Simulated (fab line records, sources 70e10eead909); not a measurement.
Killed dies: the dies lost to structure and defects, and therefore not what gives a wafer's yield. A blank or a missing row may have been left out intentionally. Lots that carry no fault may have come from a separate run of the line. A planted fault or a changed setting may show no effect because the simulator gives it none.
Code-filled problem report in 8D (eight disciplines) form || flow nand-harc || the parts of the form that need people (team, actions taken, sign-off) are left out

## 1. THE PROBLEM
On 2 wafers of 1 lot, run-length-s at NHARC_A_CONTACT_ETCH_91 has a mean of 75.0 s; fault-free wafers read 107.1 s, standard deviation 0.34. That puts it -94 standard deviations away from the usual mean.
The step: etches the open film in CH3F/O2, target depth 40 nm, time 85.7 s.
First seen on wafer L114.4, day 19 20:13, on rie-diel-03. Wafers with a number at this step in the record: 33, from 11 lots. The rule behind "out" and "out of limits": a value lying over 4 standard deviations away from the usual mean. All remaining wafers that have a number are taken as sound.

## 2. WHAT IT IS; WHAT IT IS NOT
{"question": "which readings at this step", "is": "run-length-s", "is not": "drypump-motor-current-A, oes-product-au, rf-vpp-V, showerhead-plenum-p-Torr, throttle-valve-pct"}
{"question": "which lots", "is": "L114", "is not": "L100, L101, L103, L104, L105, L106, L107, L119, L120, L123"}
{"question": "which wafers of those lots", "is": "L114.4, L114.6", "is not": "L114.5"}
{"question": "read on which tools", "is": "rie-diel-03", "is not": "rie-diel-02, rie-diel-09"}
{"question": "when", "is": "from day 19 20:13", "is not": "up to then (22 sound wafers); but 9 sound wafers of L119, L120, L123 came after"}

## 3. WHAT RULES OUT EACH SUSPECT
Counting: a tool at a process step up to the reading stays a suspect if it ran every lot that is out. Sound lots after the first of them don't rule it out here, since some wafers of a struck lot are sound.
- har-cap-etch-01 at NHARC_A_CONTACT_ETCH_126 (etches the open film in C4F8/O2/Ar, time 155 s, target depth 956 nm): kept. It processed L114, the lot that is out, at day 19 18:43, and its most recent sound lot before then was L104 at day 18 14:47.
- rie-diel-03 at NHARC_A_CONTACT_ETCH_91 (etches the open film in CH3F/O2, target depth 40 nm, time 85.7 s): kept. It processed L114, the lot that is out, at day 19 20:13, and its most recent sound lot before then was L103 at day 18 06:50. Its own readings are out on those wafers: run-length-s.
- Within har-cap-etch-01 at NHARC_A_CONTACT_ETCH_126: the wafers that are out ran in chamber 0; their sound lot-mates ran in chamber 1.
After counting, har-cap-etch-01 at NHARC_A_CONTACT_ETCH_126 and rie-diel-03 at NHARC_A_CONTACT_ETCH_91 remain.

## 4. THE CAUSE (what the simulator had put in)
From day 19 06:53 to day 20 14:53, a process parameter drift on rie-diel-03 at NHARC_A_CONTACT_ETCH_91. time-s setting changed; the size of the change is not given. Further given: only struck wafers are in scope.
2 suspects survive the count, and this tool is in that group.

## 5. SEQUENCE OF EFFECTS, ordered by route
Each row: a reading where the mean over the struck wafers with a number is more than 3 standard deviations away from the usual. Only readings whose record carries a usual standard deviation are examined. hours: median over the lots of the time between each lot's start at the first step of this table that gives one and its start at this step. sigmas: the change, counted in usual standard deviations.
{"hours": 0, "step": "NHARC_A_CONTACT_ETCH_91", "reading": "run-length-s", "usual": "107.1 s", "on struck wafers": 75.0, "change": -32.1, "sigmas": -94}
It contains these process steps:
- NHARC_A_CONTACT_ETCH_91: etches the open film in CH3F/O2, target depth 40 nm, time 85.7 s.

## 6. WHAT WOULD HAVE CAUGHT IT SOONER
In this record the first reading out of limits was taken at day 19 20:13, 13 hours after the fault began at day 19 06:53.
